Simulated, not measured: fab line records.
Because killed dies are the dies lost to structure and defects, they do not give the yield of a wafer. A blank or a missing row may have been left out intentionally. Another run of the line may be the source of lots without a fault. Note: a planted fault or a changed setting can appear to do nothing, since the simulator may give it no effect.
Comparing a struck lot with a sound one || flow nand-harc || 14 steps out of a route of 1302
Sound: the wafers L480.1, L480.5, L480.6. Wafers struck: L475.3, L475.4, L475.5. Last of all comes the cause.
For every step that has rows: the tool of each side, followed by ch and its chambers, followed by its first start. Under that, the readings that differ: sound wafers || struck wafers || difference of the means || sigmas: that difference in standard deviations of wafers without a fault.
alike: readings with means less than 2 such deviations apart, plus words and numbers identical on both sides. not compared: withheld readings, readings lacking a value on some wafer, bounds such as >300 that could conceal the same value, and numbers that have no deviation in the record and whose values overlap.
The two part at a step that has a row with sigmas, a row that says differs or no value, or rows on one side only. Numbers that have no deviation but don't overlap get no sigmas and don't part them. A reading that every wafer of one side lacks parts them only if that side has two wafers or more.

first, 1 step without rows for these wafers: NHARC_A_ONON_D1_DEP_12 (target thk 1000 nm).
NHARC_A_ONON_D1_THK_MEAS_14: measures by ellipsometry.
  sound on film-metro-01 at day 14 09:44; struck on film-metro-02 at day 11 16:35
{"reading": "thk-nm (nm)", "sound": "1019 1019 1019", "struck": "993 994 993", "difference": -26, "sigmas": -2}
then, 2 steps without rows for these wafers: NHARC_A_ONON_D1_ANNEAL_15 (time 3600 s); NHARC_A_ONON_D1_DEP_16 (target thk 1000 nm).
NHARC_A_ONON_D1_THK_MEAS_18: measures by ellipsometry.
  sound on film-metro-02 at day 14 18:25; struck on film-metro-02 at day 12 04:02
  alike: thk-nm
after that, 1 step with no rows for these wafers: NHARC_A_ONON_D1_DEP_19 (target thk 1000 nm).
NHARC_A_ONON_D1_THK_MEAS_21: measures by ellipsometry.
  sound on film-metro-01 at day 14 18:59; struck on film-metro-01 at day 12 04:35
  alike: thk-nm
after that, 1 step with no rows for these wafers: NHARC_A_ONON_D1_DEP_22 (target thk 1000 nm).
NHARC_A_ONON_D1_THK_MEAS_24: measures by ellipsometry.
  sound on film-metro-02 at day 14 19:34; struck on film-metro-02 at day 12 05:11
  alike: thk-nm
after that, 1 step with no rows for these wafers: NHARC_A_ONON_D1_DEP_25 (target thk 1000 nm).
NHARC_A_ONON_D1_THK_MEAS_27: measures by ellipsometry.
  sound on film-metro-02 at day 14 20:08; struck on film-metro-02 at day 12 05:45
  alike: thk-nm
NHARC_A_ONON_D1_DEP_28: target thk 1000 nm.
  sound on pecvd-onon-04 ch 0, day 14 20:11; struck on pecvd-onon-04 ch 0, day 12 05:55
NHARC_A_ONON_D1_THK_MEAS_30: measures by ellipsometry.
  sound on film-metro-02 at day 14 20:42; struck on film-metro-02 at day 12 06:29
{"reading": "thk-nm (nm)", "sound": "1005 1004 1003", "struck": "704 704 702", "difference": -301, "sigmas": -30}
  not compared: hold
NHARC_A_ONON_D1_DEP_33: deposits SiO2, target thk 200 nm.
  sound on pecvd-04 ch 1,2, day 14 20:48; struck on pecvd-02 ch 1,2, day 12 07:46
{"reading": "hold", "sound": "- - -", "struck": "await-dispo/1.2h/release await-dispo/1.2h/release await-dispo/1.2h/release", "difference": "no value on the sound wafers", "sigmas": ""}
  alike: heater-power-w, throttle-valve-pct
  not compared: since-wet-clean-h

== WHERE THEY PART ==
First at NHARC_A_ONON_D1_THK_MEAS_14; last, within this record, at NHARC_A_ONON_D1_DEP_33.

WHY: the cause the simulator had injected
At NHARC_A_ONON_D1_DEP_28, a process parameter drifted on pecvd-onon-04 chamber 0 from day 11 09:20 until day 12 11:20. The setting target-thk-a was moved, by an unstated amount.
